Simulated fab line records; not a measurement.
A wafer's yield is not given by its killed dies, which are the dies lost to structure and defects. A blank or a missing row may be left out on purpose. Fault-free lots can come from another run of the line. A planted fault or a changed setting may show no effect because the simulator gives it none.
Lot-split experiment || flow n5Finfet || 21 wafers read across 7 lots, on a route 1938 steps long

== THE SPLIT ==
At N5_BEOL_M9_EXPOSE_08 (exposes mask M9), the setting doseMj was moved away from the recipe's 53.75 on 10 of the 21 wafers read, by -6.4% to +4.2%. This setting was run at the recipe's value on the other wafers.

== FROM THE SPLIT TO THE READING: what the file shows between them, 15 steps ==
- N5_BEOL_M9_PEB_09: peb time 60 s
- N5_BEOL_M9_DEVELOP_10: develop time 30 s
- N5_BEOL_M9_CD_MEAS_11: target cd 64.1 nm
- N5_BEOL_M9_DESCUM_16: chemistry O2, time 7.9 s
- N5_BEOL_M9_ETCH_61: etches SiARC in CF4, target depth 39 nm, time 65 s
- N5_BEOL_M9_ETCH_62: etches SOC in N2/H2, target depth 110 nm, overetch 22 nm, time 165 s
- N5_BEOL_M9_STRIP_68: strips in N2/H2
- N5_BEOL_M9_STRIP_67: strips in CF4
- N5_BEOL_M9_HM_OPEN_17: chemistry Cl2/BCl3, target TiN, target depth 20 nm, overetch 6 nm
- N5_BEOL_M9_STRIP_19: strips in O2
- N5_BEOL_M9_CD_MEAS_18: pitch 140 nm, target cd 70 nm
- N5_BEOL_M9_COAT_63: time 60 s, resist thk 60 nm
- N5_BEOL_M9_COAT_64: time 60 s, resist thk 12 nm
- N5_BEOL_M9_PRECLEAN_42: cleans in residue remover, time 60 s
- N5_BEOL_M9_SRD_43: time 30 s

== THE READING ==
cdNm, in nm, at N5_BEOL_M9_CD_MEAS_35 (target cd 70 nm, target cd y 40 nm). Typical for fault-free wafers on this fab line: 70.0 nm, with standard deviation 0.77 nm.

{"wafer": "L083.1", "tool, chamber at the split": "arfiScanner-01, 0", "doseMj as run": 53.75, "against the recipe": "recipe", "cdNm, nm": 70.7, "against lot-mates on the recipe": "-"}
{"wafer": "L083.3", "tool, chamber at the split": "arfiScanner-01, 0", "doseMj as run": 56.02, "against the recipe": "+4.2%", "cdNm, nm": 72.1, "against lot-mates on the recipe": "+1.4"}
{"wafer": "L083.5", "tool, chamber at the split": "arfiScanner-01, 0", "doseMj as run": 56.02, "against the recipe": "+4.2%", "cdNm, nm": 72.4, "against lot-mates on the recipe": "+1.7"}
{"wafer": "L080.2", "tool, chamber at the split": "arfiScanner-01, 0", "doseMj as run": 50.98, "against the recipe": "-5.2%", "cdNm, nm": 66.5, "against lot-mates on the recipe": -4.4}
{"wafer": "L080.4", "tool, chamber at the split": "arfiScanner-01, 0", "doseMj as run": 53.75, "against the recipe": "recipe", "cdNm, nm": 70.9, "against lot-mates on the recipe": "-"}
{"wafer": "L080.5", "tool, chamber at the split": "arfiScanner-01, 0", "doseMj as run": 50.98, "against the recipe": "-5.2%", "cdNm, nm": 66.2, "against lot-mates on the recipe": -4.7}
{"wafer": "L079.1", "tool, chamber at the split": "arfiScanner-01, 0", "doseMj as run": 53.75, "against the recipe": "recipe", "cdNm, nm": 70.6, "against lot-mates on the recipe": "-"}
{"wafer": "L079.3", "tool, chamber at the split": "arfiScanner-01, 0", "doseMj as run": 53.75, "against the recipe": "recipe", "cdNm, nm": 70.1, "against lot-mates on the recipe": "-"}
{"wafer": "L079.4", "tool, chamber at the split": "arfiScanner-01, 0", "doseMj as run": 53.75, "against the recipe": "recipe", "cdNm, nm": 70.2, "against lot-mates on the recipe": "-"}
{"wafer": "L082.1", "tool, chamber at the split": "arfiScanner-01, 0", "doseMj as run": 55.42, "against the recipe": "+3.1%", "cdNm, nm": 72.8, "against lot-mates on the recipe": "+2.6"}
{"wafer": "L082.5", "tool, chamber at the split": "arfiScanner-01, 0", "doseMj as run": 53.75, "against the recipe": "recipe", "cdNm, nm": 70.2, "against lot-mates on the recipe": "-"}
{"wafer": "L082.6", "tool, chamber at the split": "arfiScanner-01, 0", "doseMj as run": 55.42, "against the recipe": "+3.1%", "cdNm, nm": 70.5, "against lot-mates on the recipe": "+0.3"}
{"wafer": "L094.3", "tool, chamber at the split": "arfiScanner-03, 0", "doseMj as run": 53.75, "against the recipe": "recipe", "cdNm, nm": 71.1, "against lot-mates on the recipe": "-"}
{"wafer": "L094.4", "tool, chamber at the split": "arfiScanner-03, 0", "doseMj as run": 55.02, "against the recipe": "+2.4%", "cdNm, nm": 70.4, "against lot-mates on the recipe": -0.7}
{"wafer": "L094.6", "tool, chamber at the split": "arfiScanner-03, 0", "doseMj as run": 55.02, "against the recipe": "+2.4%", "cdNm, nm": 71.8, "against lot-mates on the recipe": "+0.7"}
{"wafer": "L092.2", "tool, chamber at the split": "arfiScanner-01, 0", "doseMj as run": 50.31, "against the recipe": "-6.4%", "cdNm, nm": 64.7, "against lot-mates on the recipe": -5.4}
{"wafer": "L092.4", "tool, chamber at the split": "arfiScanner-01, 0", "doseMj as run": 53.75, "against the recipe": "recipe", "cdNm, nm": 70.1, "against lot-mates on the recipe": "-"}
{"wafer": "L092.5", "tool, chamber at the split": "arfiScanner-01, 0", "doseMj as run": 50.31, "against the recipe": "-6.4%", "cdNm, nm": 66.4, "against lot-mates on the recipe": -3.7}
{"wafer": "L096.1", "tool, chamber at the split": "arfiScanner-01, 0", "doseMj as run": 53.75, "against the recipe": "recipe", "cdNm, nm": 70.3, "against lot-mates on the recipe": "-"}
{"wafer": "L096.4", "tool, chamber at the split": "arfiScanner-01, 0", "doseMj as run": 53.75, "against the recipe": "recipe", "cdNm, nm": 69.3, "against lot-mates on the recipe": "-"}
{"wafer": "L096.6", "tool, chamber at the split": "arfiScanner-01, 0", "doseMj as run": 53.75, "against the recipe": "recipe", "cdNm, nm": 70.2, "against lot-mates on the recipe": "-"}

FIT RESULTS
A straight line over all 21 wafers: cdNm changes by +0.641 nm for each +1% of doseMj; r = +0.94; the points scatter about the line by 0.73 nm.
The same after taking each lot's own level away (the mean of its wafers on the recipe; 21 wafers): +0.624 nm for each +1%; r = +0.93; scatter 0.82 nm.
That fit puts the effect of the largest move of doseMj on the reading at 4 nm.
The lots' own levels span 69.93 to 71.10 nm, that is 1.5 times the standard deviation above.
Hence the lot-to-lot level has little effect on the slope; both slopes agree.
Check: -4.17 nm against its lot-mates is what the line predicts for one of the wafers moved furthest among these (-6.4%) when that wafer is left out of the fit. It came out at -5.4 nm against them.

== THE WHOLE CHAIN: every reading that the file lists as answering this split, in the file's order ==
{"step": "N5_BEOL_M9_CD_MEAS_11", "what it does": "target cd 64.1 nm", "reading": "cdNm", "change (the file's fit)": "+0.579 nm for each +1% of the setting", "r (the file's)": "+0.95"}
{"step": "N5_BEOL_M9_ETCH_61", "what it does": "etches SiARC in CF4, target depth 39 nm, time 65 s", "reading": "BEOL_M9.cdOffsetNm (the simulator's own value, which no gauge read)", "change (the file's fit)": "+0.565 nm for each +1% of the setting", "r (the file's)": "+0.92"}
{"step": "N5_BEOL_M9_ETCH_62", "what it does": "etches SOC in N2/H2, target depth 110 nm, overetch 22 nm, time 165 s", "reading": "BEOL_M9.cdOffsetNm (the simulator's own value, which no gauge read)", "change (the file's fit)": "+0.637 nm for each +1% of the setting", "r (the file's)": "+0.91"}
{"step": "N5_BEOL_M9_HM_OPEN_17", "what it does": "chemistry Cl2/BCl3, target TiN, target depth 20 nm, overetch 6 nm", "reading": "BEOL_M9.cdOffsetNm (the simulator's own value, which no gauge read)", "change (the file's fit)": "+0.63 nm for each +1% of the setting", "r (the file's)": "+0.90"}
{"step": "N5_BEOL_M9_CD_MEAS_18", "what it does": "pitch 140 nm, target cd 70 nm", "reading": "cdNm", "change (the file's fit)": "+0.603 nm for each +1% of the setting", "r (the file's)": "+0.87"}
{"step": "N5_BEOL_M9_CD_MEAS_35", "what it does": "target cd 70 nm, target cd y 40 nm", "reading": "cdNm", "change (the file's fit)": "+0.631 nm for each +1% of the setting", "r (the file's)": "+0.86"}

== THE FILE'S OWN FIT ==
cdNm changes by +0.631 nm for each +1% of doseMj, r = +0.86.
